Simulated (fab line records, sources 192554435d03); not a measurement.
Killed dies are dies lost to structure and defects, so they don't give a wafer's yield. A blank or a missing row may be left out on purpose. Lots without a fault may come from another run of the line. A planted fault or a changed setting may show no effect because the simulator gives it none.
Chamber matching | flow n5_finfet | N5_SDB_HM_OPEN_20 on rie_diel-02: 4 sister chambers
The step chemistry CH3F/O2, target SiNx, stops on poly-Si, target depth 24 nm. 22 wafers are shown with their chamber, then 11 later ones without.

WAFERS WITH THEIR CHAMBER
wafer  | chamber | drypump_motor_current_A (A) | showerhead_plenum_p_Torr (Torr) | rf_vpp_V (V)
L074.2 | 3       | 5.7                         | 2.05                            | 309
L074.3 | 2       | 6.2                         | 2.11                            | 289
L074.6 | 0       | 5.8                         | 1.92                            | 307
L079.1 | 3       | 5.7                         | 2.05                            | 308
L079.2 | 1       | 5.2                         | 2.03                            | 297
L079.5 | 3       | 5.7                         | 2.05                            | 309
L083.1 | 1       | 5.2                         | 2.03                            | 298
L083.3 | 0       | 5.8                         | 1.91                            | 306
L083.5 | 2       | 6.2                         | 2.10                            | 288
L084.3 | 1       | 5.3                         | 2.03                            | 298
L084.4 | 1       | 5.3                         | 2.03                            | 298
L084.6 | 0       | 5.8                         | 1.91                            | 306
L085.3 | 2       | 6.2                         | 2.10                            | 289
L085.5 | 0       | 5.8                         | 1.91                            | 309
L085.6 | 2       | 6.2                         | 2.10                            | 289
L086.1 | 0       | 5.8                         | 1.91                            | 307
L086.3 | 1       | 5.3                         | 2.03                            | 296
L086.4 | 3       | 5.7                         | 2.05                            | 307
L091.3 | 2       | 6.2                         | 2.09                            | 289
L091.5 | 1       | 5.2                         | 2.03                            | 297
L091.6 | 2       | 6.2                         | 2.09                            | 289
L093.2 | 0       | 5.8                         | 1.90                            | 306

SIGNATURES (means of the wafers above)
reading                  | chamber 0 | chamber 1 | chamber 2 | chamber 3 | scatter within a chamber
drypump_motor_current_A  | 5.800     | 5.250     | 6.200     | 5.700     | 0.0289
showerhead_plenum_p_Torr | 1.9100    | 2.0300    | 2.0983    | 2.0500    | 0.00518
rf_vpp_V                 | 306.83    | 297.33    | 288.83    | 308.25    | 0.874
Rule: a wafer's distance from a chamber is the root of the sum, over the readings, of the square of ((its reading less the chamber's mean) divided by the reading's scatter). The wafer belongs to the nearest chamber; if the next one is less than 2 further off, it can't be placed. The scatter: the root of (the sum of the squares of (reading less its chamber's mean) over the shown wafers, divided by (wafers less chambers)).

WAFERS WITHOUT THEIR CHAMBER
wafer  | drypump_motor_current_A (A) | showerhead_plenum_p_Torr (Torr) | rf_vpp_V (V)
L093.4 | 5.2                         | 2.02                            | 295
L093.6 | 5.2                         | 2.02                            | 298
L092.1 | 5.7                         | 2.04                            | 307
L092.2 | 5.2                         | 2.02                            | 296
L092.3 | 6.2                         | 2.09                            | 290
L094.3 | 5.2                         | 2.02                            | 297
L094.5 | 6.2                         | 2.09                            | 288
L094.6 | 5.2                         | 2.02                            | 297
L097.1 | 5.6                         | 2.04                            | 307
L097.3 | 5.2                         | 2.02                            | 299
L097.6 | 5.8                         | 1.90                            | 305

WHICH CHAMBER EACH WENT THROUGH
wafer  | from the rows above | in truth
L093.4 | 1                   | 1
L093.6 | 1                   | 1
L092.1 | 3                   | 3
L092.2 | 1                   | 1
L092.3 | 2                   | 2
L094.3 | 1                   | 1
L094.5 | 2                   | 2
L094.6 | 1                   | 1
L097.1 | 3                   | 3
L097.3 | 1                   | 1
L097.6 | 0                   | 0
Placed correctly: 11 of 11. Can't be placed from these rows: 0. Placed wrongly: 0.
